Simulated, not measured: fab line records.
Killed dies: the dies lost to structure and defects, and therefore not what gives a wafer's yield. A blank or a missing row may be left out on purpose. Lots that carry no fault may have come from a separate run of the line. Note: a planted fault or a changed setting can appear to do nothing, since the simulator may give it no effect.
fab line records	flow n5Finfet
record lots=10	wafers=28	lastDay=19
route steps=1938 shown FIN_CUT@176 STI_FIN_REVEAL@196 BEOL_M4@1111 PASSIVATION@1936
lots that met no fault: from a run of the same line without faults
startH: the number of hours between the record's first day and the start of the first shown wafer of the lot	waitH: how many hours have passed since the lot's step before this one	" unchanged from the row above	L1.1+2: a row that stands for several wafers	- either no value or no given start	* or withheld: withheld	< > ~ a bound
route shown NAME@n: NAME is a module with steps in the file, n the number in the route of the first one	usual: mean/standard deviation taken from wafers without a fault	same: alike in all rows	chamber/n: place in a boat	sites: per-site readings	_std_site: the values' standard deviation	_edge_site: outer sites' mean less inner sites'	radiusMm: for every site, how far away it sits from the centre of the wafer	mask NAME#n: copy n	behind: the tool/chamber that last shaped the wafer	hold: cause of the lot's hold/its duration in hours/its outcome	device: names the non-switching transistor (n, p or np)	end of line: the route-end tests of the same wafers	a step with no rows: only its recipe	killed: dies lost to structure and defects at the first sort, not the wafer's yield	map: shows each die of a wafer: x if killed, . if not, _ if none is there
set.NAME: the setting as run; set.NAME@STEP: as run at that earlier step	model.NAME: the simulator's own value behind a step, which no gauge read
steps of the route over a sample of lots; a table a step, a row a wafer
services: from which hour (startH, from the record's first day; less than 0 if before it) a tool's chamber was out of use, for how many hours, and why
## steps
# step N5_FIN_CUT_CUT_ETCH_15
# recipe chemistry=HBr/Cl2/O2	target=Si	targetDepthA=1000	btTimeS=10	maskMaterial=SOC	timeS=42.4	ionEnergyEv=*	biasW=*	pressureMtorr=10	icpW=800	HBr_flow_sccm=150	Cl2_flow_sccm=80	O2_flow_sccm=12
# usual drypumpMotorCurrentA=5.7/0.45	oesProductAu=1.000/0.011	throttleValvePct=37.16/0.16
lot.wafer	tool	chamber	startH	waitH	drypumpMotorCurrentA	oesProductAu	rfHoursCounterH	throttleValvePct
L210.4	rieSi-02	1	26.79	0.0	5.5	1.013	189	37.22
L210.5	"	2	"	"	5.7	0.998	-	36.99
L210.6	"	3	"	"	5.7	0.997	-	37.18
L213.1	rieSi-02	2	48.50	0.1	5.8	1.000	106	36.98
L213.2	"	1	"	"	5.5	1.011	190	37.21
L213.3	"	0	"	"	5.4	0.994	175	37.17
L216.1	rieSi-04	2	66.41	0.1	6.6	1.002	121	36.90
L216.2	"	0	"	"	4.9	1.035	198	37.12
L216.6	"	2	"	"	6.6	0.999	-	36.92
L217.1	rieSi-04	0	71.89	0.1	4.9	1.026	198	37.10
L217.3	"	2	"	"	6.6	1.000	121	36.90
L217.4	"	1	"	"	5.8	1.010	32	37.27
L218.2	rieSi-02	1	77.09	0.1	5.5	0.998	190	37.20
L218.3	"	0	"	"	5.3	1.001	175	37.16
L218.4	"	2	"	"	5.7	0.996	106	36.99
L221.1	rieSi-04	2	99.33	0.1	6.6	1.007	121	36.89
L221.6	"	3	"	"	5.4	0.978	-	37.35
L222.1	rieSi-04	1	103.25	0.1	5.8	1.007	32	37.29
L222.4	"	1	"	"	5.8	1.005	-	37.27
L222.5	"	3	"	"	5.4	0.986	-	37.34
L227.3	rieSi-01	1	129.55	0.0	5.4	1.005	149	37.22
L227.6	"	0	"	"	5.2	0.996	-	37.37
L231.2	rieSi-02	2	155.33	0.1	5.7	0.997	108	36.98
L231.3	"	0	"	"	5.4	0.998	177	37.18
L231.6	"	0	"	"	5.3	1.006	-	37.14
L232.3	rieSi-01	3	162.83	0.0	6.1	1.010	7	36.91
L232.4	"	2	"	"	6.2	1.009	51	37.34
L232.6	"	3	"	"	6.1	1.004	-	36.90
# step N5_FIN_CUT_INSPECT_17
# recipe inspectInstrument=brightfield	mode=aei
# usual rawDefectCount=221/63
lot.wafer	tool	chamber	startH	waitH	rawDefectCount
L210.4	defectInspect-02	-	27.09	0.0	169
L210.5	"	-	"	"	157
L210.6	"	-	"	"	133
L213.1	defectInspect-02	-	48.81	0.0	240
L213.2	"	-	"	"	271
L213.3	"	-	"	"	316
L216.1	defectInspect-01	-	66.72	0.0	184
L216.2	"	-	"	"	213
L216.6	"	-	"	"	129
L217.1	defectInspect-02	-	72.17	0.0	190
L217.3	"	-	"	"	194
L217.4	"	-	"	"	206
L218.2	defectInspect-01	-	77.37	0.0	195
L218.3	"	-	"	"	208
L218.4	"	-	"	"	271
L221.1	defectInspect-01	-	99.68	0.0	210
L221.6	"	-	"	"	227
L222.1	defectInspect-01	-	103.53	0.0	266
L222.4	"	-	"	"	250
L222.5	"	-	"	"	283
L227.3	defectInspect-01	-	129.83	0.0	369
L227.6	"	-	"	"	310
L231.2	defectInspect-02	-	155.65	0.0	196
L231.3	"	-	"	"	171
L231.6	"	-	"	"	160
L232.3	defectInspect-02	-	163.12	0.0	308
L232.4	"	-	"	"	348
L232.6	"	-	"	"	315
# step N5_STI_FIN_REVEAL_RECESS_09
# recipe chemistry=HF/NH3	target=SiO2	afsCycles=11	targetDepthA=425	tempC=30	sublimationTempC=180	sublimationTimeS=60
# usual drypumpMotorCurrentA=5.5/0.46
lot.wafer	tool	chamber	startH	waitH	drypumpMotorCurrentA
L210.4	vaporEtch-02	1	33.55	0.6	4.9
L210.5	"	1	"	"	4.8
L210.6	"	0	"	"	5.6
L213.1	vaporEtch-01	1	54.75	0.0	5.2
L213.2	"	0	"	"	6.1
L213.3	"	1	"	"	5.2
L216.1	vaporEtch-02	0	72.85	0.0	5.6
L216.2	"	1	"	"	4.9
L216.6	"	1	74.27	1.4	4.9
L217.1	vaporEtch-01	0	80.29	0.0	6.1
L217.3	"	1	"	"	5.2
L217.4	"	0	"	"	6.1
L218.2	vaporEtch-01	1	83.51	0.0	5.3
L218.3	"	1	"	"	5.2
L218.4	"	0	"	"	6.1
L221.1	vaporEtch-01	0	106.76	0.0	6.1
L221.6	"	1	107.82	1.1	5.3
L222.1	vaporEtch-01	0	109.48	0.0	6.1
L222.4	"	0	"	"	6.1
L222.5	"	0	"	"	6.1
L227.3	vaporEtch-01	1	136.39	0.6	5.3
L227.6	"	0	"	"	6.1
L231.2	vaporEtch-02	1	161.66	0.0	4.9
L231.3	"	1	"	"	4.9
L231.6	"	0	"	"	5.6
L232.3	vaporEtch-02	0	169.62	0.6	5.6
L232.4	"	1	"	"	4.9
L232.6	"	1	"	"	4.9
# step N5_STI_FIN_REVEAL_OXIDATION_31
# recipe chemistry=O2_PLASMA_REMOTE	tempC=150	timeS=20	pressureMtorr=1000	sourcePowerW=2000	o2FlowSccm=3000
# usual drypumpMotorCurrentA=5.6/0.65	heaterPowerW=161/14
lot.wafer	tool	chamber	startH	waitH	drypumpMotorCurrentA	heaterPowerW	rfHoursCounterH
L210.4	plasmaAsher-01	1	35.19	0.1	4.9	145	-
L210.5	"	0	"	"	6.2	175	-
L210.6	"	1	"	"	4.9	145	-
L213.1	plasmaAsher-01	1	57.51	0.6	4.9	147	81
L213.2	"	0	"	"	6.2	180	81
L213.3	"	0	"	"	6.2	173	-
L216.1	plasmaAsher-01	0	75.56	0.0	6.2	174	91
L216.2	"	1	"	"	4.9	149	91
L216.6	"	1	"	"	4.9	149	-
L217.1	plasmaAsher-01	1	82.49	0.1	4.9	144	94
L217.3	"	1	"	"	4.9	148	-
L217.4	"	0	"	"	6.1	174	-
L218.2	plasmaAsher-01	1	85.66	0.0	4.9	145	94
L218.3	"	1	"	"	4.9	146	-
L218.4	"	0	"	"	6.2	179	-
L221.1	plasmaAsher-01	0	109.04	0.2	6.2	170	105
L221.6	"	1	"	"	4.9	148	-
L222.1	plasmaAsher-01	1	111.68	0.1	4.9	148	106
L222.4	"	0	"	"	6.2	175	-
L222.5	"	0	"	"	6.2	175	-
L227.3	plasmaAsher-01	0	138.03	0.1	6.2	175	-
L227.6	"	0	"	"	6.2	173	-
L231.2	plasmaAsher-01	0	163.82	0.0	6.2	177	123
L231.3	"	1	"	"	4.9	150	-
L231.6	"	0	"	"	6.2	178	-
L232.3	plasmaAsher-01	0	171.26	0.1	6.2	184	-
L232.4	"	1	"	"	4.9	149	-
L232.6	"	1	"	"	4.9	147	-
# step N5_STI_FIN_REVEAL_FIN_H_MEAS_10
# usual trenchDepthNm=51.8/0.77
lot.wafer	tool	chamber	startH	waitH	trenchDepthNm
L210.4	ocd-02	-	35.72	0.0	51.4
L210.5	"	-	"	"	51.7
L210.6	"	-	"	"	52.1
L213.1	ocd-01	-	58.90	0.0	53.6
L213.2	"	-	"	"	53.4
L213.3	"	-	"	"	52.5
L216.1	ocd-02	-	76.11	0.0	51.6
L216.2	"	-	"	"	51.8
L216.6	"	-	"	"	52.4
L217.1	ocd-02	-	83.15	0.0	51.2
L217.3	"	-	"	"	50.9
L217.4	"	-	"	"	52.2
L218.2	ocd-02	-	86.21	0.0	51.2
L218.3	"	-	"	"	50.9
L218.4	"	-	"	"	51.2
L221.1	ocd-02	-	109.58	0.0	72.7
L221.6	"	-	"	"	71.4
L222.1	ocd-01	-	112.24	0.0	73.5
L222.4	"	-	"	"	53.3
L222.5	"	-	"	"	51.2
L227.3	ocd-01	-	138.67	0.0	51.9
L227.6	"	-	"	"	72.4
L231.2	ocd-02	-	164.55	0.0	51.8
L231.3	"	-	"	"	51.9
L231.6	"	-	"	"	51.4
L232.3	ocd-01	-	171.80	0.0	49.6
L232.4	"	-	"	"	51.0
L232.6	"	-	"	"	51.2
# step N5_BEOL_M4_RC_MEAS_101
# usual DIBL_N=36.1/1.4	DIBL_P=36.3/1.4	IOFF_N=0.154/0.021	IOFF_P=0.21/0.032	ION_N=670/8.1	ION_P=461/7	SS_N=71.4/0.49	SS_P=73.3/0.5	VT_N=250.4/2.6	VT_P=-250/3.7
lot.wafer	tool	chamber	startH	waitH	DIBL_N[mV/V]	DIBL_P[mV/V]	IOFF_N[nA/um]	IOFF_P[nA/um]	ION_N[uA/um]	ION_P[uA/um]	SS_N[mV/dec]	SS_P[mV/dec]	VT_N[mV]	VT_P[mV]
L210.4	prober-02	0	184.87	0.5	35.2	35.6	0.146	0.18	664	451	72.2	73.3	253.0	-256
L210.5	"	0	"	"	36.5	37.4	0.168	0.20	671	454	72.1	74.0	251.3	-255
L210.6	"	0	"	"	34.0	34.8	0.126	0.17	669	453	71.1	73.0	252.2	-253
L213.1	prober-01	0	208.65	0.0	35.9	35.7	0.133	0.21	672	469	70.8	72.8	254.0	-249
L213.2	"	0	"	"	34.8	33.5	0.114	0.18	657	464	70.9	72.1	257.3	-254
L213.3	"	0	"	"	37.2	36.3	0.153	0.22	672	464	70.8	73.4	250.8	-248
L216.1	prober-01	0	221.92	0.0	36.3	36.4	0.141	0.20	665	460	71.5	73.5	251.3	-251
L216.2	"	0	"	"	37.9	38.5	0.176	0.24	677	463	72.1	74.1	246.2	-249
L216.6	"	0	"	"	36.1	35.9	0.143	0.20	666	458	71.1	73.4	252.1	-250
L217.1	prober-02	0	228.04	0.0	36.0	36.1	0.164	0.26	671	467	71.0	73.4	248.0	-244
L217.3	"	0	"	"	36.1	36.0	0.164	0.26	669	468	71.2	74.3	248.1	-245
L217.4	"	0	"	"	34.7	34.3	0.138	0.24	676	472	70.9	73.3	251.7	-248
L218.2	prober-02	0	244.60	0.2	37.5	37.2	0.185	0.25	682	467	72.3	73.2	246.3	-245
L218.3	"	0	"	"	38.3	39.0	0.202	0.29	679	470	71.8	73.4	246.7	-244
L218.4	"	0	"	"	37.0	37.9	0.171	0.26	669	464	71.5	73.9	249.5	-245
L221.1	prober-01	0	272.23	0.0	35.8	35.7	0.164	0.23	676	470	71.8	73.5	248.6	-250
L221.6	"	0	"	"	35.4	35.8	0.154	0.23	668	461	72.2	73.0	253.2	-250
L222.1	prober-02	0	279.51	0.0	36.4	34.8	0.144	0.23	660	461	71.1	73.0	251.6	-247
L222.4	"	0	"	"	36.7	35.0	0.152	0.23	663	473	71.6	73.3	248.9	-244
L222.5	"	0	"	"	36.9	35.0	0.156	0.23	657	461	72.1	72.7	249.1	-247
L227.3	prober-01	0	281.66	0.3	35.4	34.4	0.152	0.18	666	457	70.7	73.3	249.6	-253
L227.6	"	0	"	"	36.5	35.7	0.171	0.20	669	459	70.6	73.6	246.5	-249
L231.2	prober-02	0	312.62	0.2	35.7	36.6	0.149	0.21	667	460	71.2	72.6	250.2	-249
L231.3	"	0	"	"	35.4	36.2	0.144	0.20	667	463	71.3	72.9	253.2	-251
L231.6	"	0	"	"	35.3	36.6	0.150	0.21	671	465	71.4	73.3	250.8	-248
L232.3	prober-01	0	339.87	0.3	38.4	39.0	0.203	0.27	669	463	72.2	74.1	247.8	-246
L232.4	"	0	"	"	36.3	36.1	0.148	0.21	668	465	71.8	73.2	252.4	-250
L232.6	"	0	"	"	37.2	37.6	0.176	0.25	677	469	71.7	73.3	249.6	-245
# step N5_PASSIVATION_PROBE_49
# usual defectLimitedYield=91.0/1.6	killed_at_M0_to_M3=35/11	killed_at_M4_up=14/5.1	killedAtContacts=12/6.6	killedAtFrontEnd=41/12	killedAtOther=4/3	killedDies=107/19	killedOnRim=14/4.6	killedOpen=70/15	killedShort=35/8.5	sort_bin_5_function=5.3/1	sort_bin_6_memory=3.4/0.73	sortNPass=1073/19	sortYieldPct=91.0/1.6
# same grossDies=1180	killedAtBackSide=0	sort_bin_4_leakage[%]=0	sort_bin_8_speed[%]=0
lot.wafer	tool	chamber	startH	waitH	defectLimitedYield[%]	killed_at_M0_to_M3	killed_at_M4_up	killedAtContacts	killedAtFrontEnd	killedAtOther	killedDies	killedOnRim	killedOpen	killedShort	sort_bin_5_function[%]	sort_bin_6_memory[%]	sortNPass	sortYieldPct[%]
L210.4	prober-01	-	303.08	0.3	87.8	45	19	20	46	14	144	24	100	41	7.0	4.8	1036	87.8
L210.5	prober-01	-	303.13	0.3	88.2	61	19	24	28	7	139	18	97	41	7.2	4.5	1041	88.2
L210.6	prober-01	-	303.18	0.4	88.2	38	20	28	43	10	139	20	98	40	7.6	3.8	1041	88.2
L213.1	prober-01	-	318.43	0.0	91.6	31	7	8	50	3	99	18	59	36	4.2	3.8	1081	91.6
L213.2	prober-01	-	318.48	0.1	90.8	27	11	12	53	6	109	11	59	50	5.8	3.1	1071	90.8
L213.3	prober-01	-	318.53	0.1	91.2	29	5	7	51	12	104	20	52	52	5.4	2.6	1076	91.2
L216.1	prober-01	-	322.45	0.0	91.1	39	14	13	33	6	105	9	78	26	5.2	3.4	1075	91.1
L216.2	prober-01	-	322.50	0.1	91.9	22	13	12	46	2	95	11	67	28	5.3	2.5	1085	91.9
L216.6	prober-01	-	322.70	0.3	89.3	25	16	20	60	5	126	22	92	32	5.8	4.7	1054	89.3
L217.1	prober-01	-	332.32	0.0	90.3	40	14	10	46	4	114	24	82	30	5.8	3.8	1066	90.3
L217.3	prober-01	-	332.42	0.1	90.5	38	19	12	41	2	112	18	75	33	5.2	3.9	1068	90.5
L217.4	prober-01	-	332.47	0.2	90.3	32	10	14	58	0	114	9	79	35	5.3	3.8	1066	90.3
L218.2	prober-01	-	348.26	0.1	91.8	20	13	13	51	0	97	11	60	37	4.8	3.1	1083	91.8
L218.3	prober-01	-	348.31	0.1	91.9	21	9	13	51	2	96	16	68	28	5.4	2.5	1084	91.9
L218.4	prober-01	-	348.36	0.2	89.9	27	12	12	67	1	119	16	75	42	4.9	4.6	1061	89.9
L221.1	prober-02	-	377.06	0.0	91.0	35	8	14	44	5	106	13	69	34	5.3	3.2	1074	91.0
L221.6	prober-02	-	377.31	0.3	90.7	52	14	14	27	3	110	13	78	32	5.3	3.7	1070	90.7
L222.1	prober-01	-	388.48	0.0	89.7	44	6	13	57	1	121	14	91	30	6.6	3.3	1059	89.7
L222.4	prober-01	-	388.63	0.2	90.0	29	10	29	50	0	118	17	72	45	5.7	3.7	1062	90.0
L222.5	prober-01	-	388.68	0.2	90.3	29	15	17	53	0	114	14	81	30	5.8	3.6	1066	90.3
L227.3	prober-02	-	389.01	0.1	91.7	45	17	3	32	1	98	11	64	32	4.9	3.1	1082	91.7
L227.6	prober-02	-	389.16	0.3	91.7	43	8	12	33	2	98	17	65	32	4.7	3.1	1082	91.7
L231.2	prober-01	-	419.79	0.1	90.3	37	28	5	40	4	114	16	78	33	5.5	3.5	1066	90.3
L231.3	prober-01	-	419.84	0.1	91.9	17	19	3	54	3	96	15	60	35	4.7	2.9	1084	91.9
L231.6	prober-01	-	419.99	0.3	92.7	25	6	5	50	0	86	8	55	28	4.4	2.5	1094	92.7
L232.3	prober-01	-	457.14	0.1	89.6	54	15	23	29	2	123	9	100	22	6.7	3.5	1057	89.6
L232.4	prober-01	-	457.19	0.2	89.0	35	19	22	49	5	130	19	90	40	6.1	4.4	1050	89.0
L232.6	prober-01	-	457.29	0.3	90.3	44	21	21	28	0	114	11	86	28	5.6	3.6	1066	90.3
# killed by level:class
L210.4 BEOL_M0_SAQP:geometricParticle:open=18 STI_FIN_REVEAL:geometricParticle:open=15 MOL_CONTACT_COAG:geometricParticle:open=13 GATE_CUT:geometricParticle:short=11 BEOL_M0_SAQP:geometricParticle:short=8 BEOL_M3:geometricParticle:open=8 BEOL_M2:geometricParticle:open=7 BEOL_M4:geometricParticle:open=7
L210.5 MOL_CONTACT_COAG:geometricParticle:open=22 BEOL_M0_SAQP:geometricParticle:short=19 BEOL_M0_SAQP:geometricParticle:open=18 BEOL_M2:geometricParticle:open=11 STI_FIN_REVEAL:geometricParticle:open=6 BEOL_M1:geometricParticle:open=6 BEOL_M7:geometricParticle:open=6 FIN_SAQP:geometricParticle:open=5
L210.6 MOL_CONTACT_COAG:geometricParticle:open=22 STI_FIN_REVEAL:geometricParticle:open=14 BEOL_M0_SAQP:geometricParticle:open=10 BEOL_M0_SAQP:geometricParticle:short=9 BEOL_M4:geometricParticle:open=8 DUMMY_GATE:geometricParticle:open=7 MOL_CONTACT_COAG:geometricParticle:short=6 BEOL_M2:geometricParticle:open=6
L213.1 FIN_SAQP:geometricParticle:open=11 DUMMY_GATE:geometricParticle:open=11 GATE_CUT:geometricParticle:short=8 FIN_SAQP:geometricParticle:short=7 MOL_CONTACT_COAG:geometricParticle:open=7 BEOL_M1:geometricParticle:open=7 BEOL_M2:geometricParticle:open=6 BEOL_M0_SAQP:geometricParticle:open=4
L213.2 FIN_SAQP:geometricParticle:short=13 MOL_CONTACT_COAG:geometricParticle:open=9 DUMMY_GATE:geometricParticle:open=8 GATE_CUT:geometricParticle:short=8 BEOL_M0_SAQP:geometricParticle:short=8 FIN_SAQP:geometricParticle:open=7 BEOL_M0_SAQP:geometricParticle:open=6 BEOL_M3:geometricParticle:open=5
L213.3 FIN_SAQP:geometricParticle:short=11 STI_FIN_REVEAL:geometricParticle:open=11 GATE_CUT:geometricParticle:short=11 BEOL_M1:geometricParticle:open=9 MIM_TOP_ETCH:geometricParticle:open=5 FIN_SAQP:geometricParticle:open=5 MOL_CONTACT_COAG:geometricParticle:open=5 MIM_TOP_ETCH:geometricParticle:short=5
L216.1 BEOL_M1:geometricParticle:open=14 MOL_CONTACT_COAG:geometricParticle:open=11 STI_FIN_REVEAL:geometricParticle:open=10 BEOL_M0:geometricParticle:open=6 FIN_SAQP:geometricParticle:short=5 BEOL_M0_SAQP:geometricParticle:open=5 GATE_CUT:geometricParticle:short=5 MIM_TOP_ETCH:geometricParticle:open=5
L216.2 MOL_CONTACT_COAG:geometricParticle:open=11 FIN_SAQP:geometricParticle:open=10 STI_FIN_REVEAL:geometricParticle:open=8 FIN_SAQP:geometricParticle:short=7 BEOL_M1:geometricParticle:open=7 STARTING-WAFER:geometricParticle:short=5 GATE_CUT:geometricParticle:open=4 BEOL_M0_SAQP:geometricParticle:open=4
L216.6 STI_FIN_REVEAL:geometricParticle:open=17 MOL_CONTACT_COAG:geometricParticle:open=14 BEOL_M2:geometricParticle:open=11 FIN_SAQP:geometricParticle:open=6 SPACER0:geometricParticle:open=6 MOL_CONTACT_COAG:geometricParticle:short=6 STI_FIN_REVEAL:geometricParticle:short=4 SPACER0:geometricParticle:short=4
L217.1 STI_FIN_REVEAL:geometricParticle:open=13 BEOL_M0_SAQP:geometricParticle:open=10 MOL_CONTACT_COAG:geometricParticle:open=9 FIN_SAQP:geometricParticle:open=8 DUMMY_GATE:geometricParticle:open=8 BEOL_M0_SAQP:geometricParticle:short=7 BEOL_M1:geometricParticle:open=6 BEOL_M2:geometricParticle:open=5
L217.3 BEOL_M0_SAQP:geometricParticle:open=14 STI_FIN_REVEAL:geometricParticle:open=12 MOL_CONTACT_COAG:geometricParticle:open=11 BEOL_M4:geometricParticle:open=7 ILD0:geometricParticle:open=6 GATE_CUT:geometricParticle:short=5 BEOL_M3:geometricParticle:open=5 BEOL_M3:geometricParticle:short=5
L217.4 FIN_SAQP:geometricParticle:open=17 STI_FIN_REVEAL:geometricParticle:open=12 MOL_CONTACT_COAG:geometricParticle:open=12 BEOL_M0_SAQP:geometricParticle:open=12 BEOL_M0_SAQP:geometricParticle:short=9 FIN_SAQP:geometricParticle:short=6 DUMMY_GATE:geometricParticle:open=6 ILD0:geometricParticle:open=3
L218.2 FIN_SAQP:geometricParticle:short=15 FIN_SAQP:geometricParticle:open=12 MOL_CONTACT_COAG:geometricParticle:open=10 BEOL_M4:geometricParticle:open=8 BEOL_M2:geometricParticle:open=5 BEOL_M3:geometricParticle:open=5 BEOL_M3:geometricParticle:short=5 STARTING-WAFER:geometricParticle:short=5
L218.3 FIN_SAQP:geometricParticle:open=13 MOL_CONTACT_COAG:geometricParticle:open=11 FIN_SAQP:geometricParticle:short=10 STI_FIN_REVEAL:geometricParticle:open=7 BEOL_M0:geometricParticle:open=6 DUMMY_GATE:geometricParticle:open=5 ILD0:geometricParticle:short=5 BEOL_M1:geometricParticle:open=5
L218.4 FIN_SAQP:geometricParticle:short=20 STI_FIN_REVEAL:geometricParticle:open=18 FIN_SAQP:geometricParticle:open=12 MOL_CONTACT_COAG:geometricParticle:open=9 BEOL_M3:geometricParticle:open=7 BEOL_M4:geometricParticle:open=5 STI_FIN_REVEAL:geometricParticle:short=4 DUMMY_GATE:geometricParticle:open=4
L221.1 FIN_SAQP:geometricParticle:open=15 MOL_CONTACT_COAG:geometricParticle:open=13 BEOL_M2:geometricParticle:open=10 BEOL_M0_SAQP:geometricParticle:short=9 FIN_SAQP:geometricParticle:short=7 DUMMY_GATE:geometricParticle:open=6 BEOL_M0_SAQP:geometricParticle:open=5 DUMMY_GATE:geometricParticle:short=4
L221.6 BEOL_M0_SAQP:geometricParticle:open=15 MOL_CONTACT_COAG:geometricParticle:open=11 BEOL_M0_SAQP:geometricParticle:short=10 BEOL_M2:geometricParticle:open=9 FIN_SAQP:geometricParticle:open=8 BEOL_M0:geometricParticle:open=8 BEOL_M4:geometricParticle:open=7 STI_FIN_REVEAL:geometricParticle:open=6
L222.1 STI_FIN_REVEAL:geometricParticle:open=25 BEOL_M3:geometricParticle:open=14 MOL_CONTACT_COAG:geometricParticle:open=12 FIN_SAQP:geometricParticle:short=7 BEOL_M0:geometricParticle:open=7 BEOL_M0_SAQP:geometricParticle:open=6 BEOL_M1:geometricParticle:open=6 STI_FIN_REVEAL:geometricParticle:short=5
L222.4 MOL_CONTACT_COAG:geometricParticle:open=23 FIN_SAQP:geometricParticle:short=18 BEOL_M3:geometricParticle:open=13 STI_FIN_REVEAL:geometricParticle:open=8 GATE_CUT:geometricParticle:short=6 MOL_CONTACT_COAG:geometricParticle:short=5 DUMMY_GATE:geometricParticle:open=4 BEOL_M2:geometricParticle:open=4
L222.5 FIN_SAQP:geometricParticle:open=14 BEOL_M3:geometricParticle:open=14 MOL_CONTACT_COAG:geometricParticle:open=11 FIN_SAQP:geometricParticle:short=10 STI_FIN_REVEAL:geometricParticle:open=8 MOL_CONTACT_COAG:geometricParticle:short=6 DUMMY_GATE:geometricParticle:open=5 BEOL_M2:geometricParticle:open=4
L227.3 BEOL_M0_SAQP:geometricParticle:open=13 BEOL_M2:geometricParticle:open=12 FIN_SAQP:geometricParticle:open=7 FIN_SAQP:geometricParticle:short=6 BEOL_M0_SAQP:geometricParticle:short=6 BEOL_M5:geometricParticle:open=6 BEOL_M1:geometricParticle:open=5 BEOL_M3:geometricParticle:open=4
L227.6 BEOL_M0_SAQP:geometricParticle:short=13 MOL_CONTACT_COAG:geometricParticle:open=11 BEOL_M0_SAQP:geometricParticle:open=9 BEOL_M2:geometricParticle:open=8 BEOL_M3:geometricParticle:open=7 FIN_SAQP:geometricParticle:short=5 STI_FIN_REVEAL:geometricParticle:open=5 BEOL_M1:geometricParticle:open=4
L231.2 BEOL_M4:geometricParticle:open=17 FIN_SAQP:geometricParticle:open=14 BEOL_M0_SAQP:geometricParticle:short=9 FIN_SAQP:geometricParticle:short=8 BEOL_M3:geometricParticle:open=7 BEOL_M1:geometricParticle:open=7 BEOL_M2:geometricParticle:open=6 BEOL_M0_SAQP:geometricParticle:open=4
L231.3 FIN_SAQP:geometricParticle:open=16 FIN_SAQP:geometricParticle:short=9 STI_FIN_REVEAL:geometricParticle:open=9 BEOL_M4:geometricParticle:open=7 BEOL_M3:geometricParticle:open=6 BEOL_M5:geometricParticle:short=6 BEOL_M0_SAQP:geometricParticle:short=5 STARTING-WAFER:geometricParticle:open=4
L231.6 FIN_SAQP:geometricParticle:open=12 STI_FIN_REVEAL:geometricParticle:open=8 BEOL_M3:geometricParticle:open=7 FIN_SAQP:geometricParticle:short=6 BEOL_M1:geometricParticle:open=5 GATE_CUT:geometricParticle:short=4 MOL_CONTACT_COAG:geometricParticle:open=4 BEOL_M2:geometricParticle:open=4
L232.3 MOL_CONTACT_COAG:geometricParticle:open=19 BEOL_M2:geometricParticle:open=12 BEOL_M1:geometricParticle:open=9 BEOL_M0_SAQP:geometricParticle:open=9 BEOL_M3:geometricParticle:open=9 BEOL_M0_SAQP:geometricParticle:short=8 BEOL_M4:geometricParticle:open=8 STI_FIN_REVEAL:geometricParticle:open=6
L232.4 MOL_CONTACT_COAG:geometricParticle:open=18 BEOL_M3:geometricParticle:open=12 GATE_CUT:geometricParticle:short=9 FIN_SAQP:geometricParticle:short=8 STI_FIN_REVEAL:geometricParticle:open=8 BEOL_M4:geometricParticle:open=7 DUMMY_GATE:geometricParticle:open=5 BEOL_M5:geometricParticle:open=5
L232.6 MOL_CONTACT_COAG:geometricParticle:open=18 BEOL_M4:geometricParticle:open=12 BEOL_M3:geometricParticle:open=9 BEOL_M0_SAQP:geometricParticle:short=9 BEOL_M1:geometricParticle:open=9 BEOL_M0_SAQP:geometricParticle:open=8 BEOL_M2:geometricParticle:open=7 DUMMY_GATE:geometricParticle:open=4
## services
tool	chamber	startH	hours	kind
rieSi-04	2	9.98	1.2	repair
rieSi-01	2	10.85	15.7	repair
rieSi-04	-	12.34	15.6	pm
rieSi-01	-	15.77	15.6	pm
rieSi-04	3	32.26	7.0	repair
plasmaAsher-01	-	36.81	2.8	pm
rieSi-01	-	46.40	0.1	repair
rieSi-02	-	57.25	1.5	repair
rieSi-04	0	90.74	-	clean
rieSi-04	0	90.74	31.7	scheduledDown
rieSi-04	0	90.74	31.7	ventCycle
vaporEtch-01	-	91.27	1.7	repair
vaporEtch-02	-	102.72	0.1	repair
rieSi-01	-	122.83	0.1	repair
rieSi-01	2	126.42	14.6	repair
rieSi-02	0	142.74	5.9	repair
## key
firstSign step=N5_STI_FIN_REVEAL_FIN_H_MEAS_10	reading=trenchDepthNm	direction=up	sigmas=27	usual=51.8	struck=72.5
effect none on later readings
metAt N5_STI_FIN_REVEAL_RECESS_09
struckLots L221,L222,L227
struckWafers L221.1,L221.6,L222.1,L227.6
notActingAt N5_FIN_CUT_CUT_ETCH_15,N5_FIN_CUT_INSPECT_17,N5_STI_FIN_REVEAL_OXIDATION_31
fault kind=processParameterDrift	tool=vaporEtch-01	chamber=-	onsetH=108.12	steps=N5_STI_FIN_REVEAL_RECESS_09	channel=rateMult	offset=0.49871	shape=step	endH=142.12	scope=struckWafersOnly
